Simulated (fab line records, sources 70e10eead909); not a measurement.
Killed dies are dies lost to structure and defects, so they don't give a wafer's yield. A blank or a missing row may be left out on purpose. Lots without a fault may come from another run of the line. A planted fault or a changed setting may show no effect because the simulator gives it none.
Chamber matching | flow nand_harc | NHARC_A_CHANNEL_FILL_D1_ALD_14 on ald_hk-01: 4 sister chambers
The step deposits SiO2, target thk 2.5 nm, pulse time 10 s, ald cycles 25. 8 wafers are shown with their chamber, then 12 later ones without.

WAFERS WITH THEIR CHAMBER
wafer  | chamber | heater_power_w (W) | precursor_pulse_height_rel
L081.3 | 1       | 509                | 1.022
L082.5 | 3       | 455                | 1.007
L082.6 | 2       | 499                | 0.969
L083.2 | 2       | 514                | 0.991
L083.4 | 1       | 503                | 0.992
L087.1 | 3       | 444                | 0.988
L087.4 | 0       | 508                | 0.980
L087.6 | 0       | 509                | 1.010

WAFERS WITHOUT THEIR CHAMBER
wafer  | heater_power_w (W) | precursor_pulse_height_rel
L090.3 | 525                | 0.978
L090.4 | 508                | 1.008
L090.6 | 499                | 1.004
L091.1 | 450                | 1.006
L091.3 | 479                | 1.006
L091.5 | 449                | 1.018
L094.1 | 441                | 1.011
L094.2 | 500                | 1.027
L094.5 | 454                | 1.007
L095.4 | 504                | 1.008
L095.5 | 515                | 0.992
L095.6 | 445                | 0.996

WHICH CHAMBER EACH WENT THROUGH
wafer  | from the rows above               | in truth
L090.3 | can't be placed: 0 or 2 or 1      | 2
L090.4 | can't be placed: 1 or 0 or 2      | 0
L090.6 | can't be placed: 1 or 0 or 2      | 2
L091.1 | 3                                 | 3
L091.3 | can't be placed: 1 or 2 or 3 or 0 | 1
L091.5 | 3                                 | 3
L094.1 | 3                                 | 3
L094.2 | can't be placed: 1 or 0 or 2      | 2
L094.5 | 3                                 | 3
L095.4 | can't be placed: 1 or 0 or 2      | 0
L095.5 | can't be placed: 0 or 2 or 1      | 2
L095.6 | 3                                 | 3
Placed correctly: 5 of 12. Can't be placed from these rows: 7 (the true chamber is among the candidates in 7). Placed wrongly: 0.
How it was worked out, from the rows above alone: a wafer's distance from a chamber is the root of the sum, over the readings, of the square of ((its reading less the chamber's mean) divided by the reading's scatter). The wafer belongs to the nearest chamber; if the next one is less than 2 further off, it can't be placed. A chamber's mean is the mean of its shown wafers. The scatter: the root of (the sum of the squares of (reading less its chamber's mean) over the shown wafers, divided by (wafers less chambers)).
